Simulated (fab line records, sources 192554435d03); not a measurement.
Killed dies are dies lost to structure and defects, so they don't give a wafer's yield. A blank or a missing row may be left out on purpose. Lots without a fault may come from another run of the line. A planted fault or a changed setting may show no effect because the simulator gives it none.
Chamber matching | flow n5_finfet | N5_BEOL_M3_CO_CAP_55 on cvd_co-01: 3 sister chambers
The step material Co, precursor CCTBA/H2, target thk 2 nm, time 102.1 s. 3 wafers are shown with their chamber, then 12 later ones without.

WAFERS WITH THEIR CHAMBER
wafer  | chamber | heater_power_w (W)
L086.4 | 1       | 244
L090.3 | 2       | 222
L090.4 | 0       | 246

WAFERS WITHOUT THEIR CHAMBER
wafer  | heater_power_w (W)
L091.3 | 221
L091.4 | 242
L091.6 | 246
L093.4 | 226
L093.5 | 248
L093.6 | 239
L094.2 | 238
L094.3 | 245
L094.4 | 242
L096.1 | 244
L096.2 | 238
L096.6 | 245

WHICH CHAMBER EACH WENT THROUGH
wafer  | from the rows above     | in truth
L091.3 | 2                       | 2
L091.4 | can't be placed: 1 or 0 | 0
L091.6 | can't be placed: 0 or 1 | 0
L093.4 | 2                       | 2
L093.5 | can't be placed: 0 or 1 | 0
L093.6 | can't be placed: 1 or 0 | 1
L094.2 | can't be placed: 1 or 0 | 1
L094.3 | can't be placed: 0 or 1 | 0
L094.4 | can't be placed: 1 or 0 | 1
L096.1 | can't be placed: 1 or 0 | 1
L096.2 | can't be placed: 1 or 0 | 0
L096.6 | can't be placed: 0 or 1 | 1
Placed correctly: 2 of 12. Can't be placed from these rows: 10 (the true chamber is among the candidates in 10). Placed wrongly: 0.
How it was worked out, from the rows above alone: a wafer's distance from a chamber is the root of the sum, over the readings, of the square of ((its reading less the chamber's mean) divided by the reading's scatter). The wafer belongs to the nearest chamber; if the next one is less than 2 further off, it can't be placed. A chamber's mean is the mean of its shown wafers. The scatter: with one shown wafer a chamber, the root of the mean of the squares of how far each hidden wafer lies from its nearest shown one.
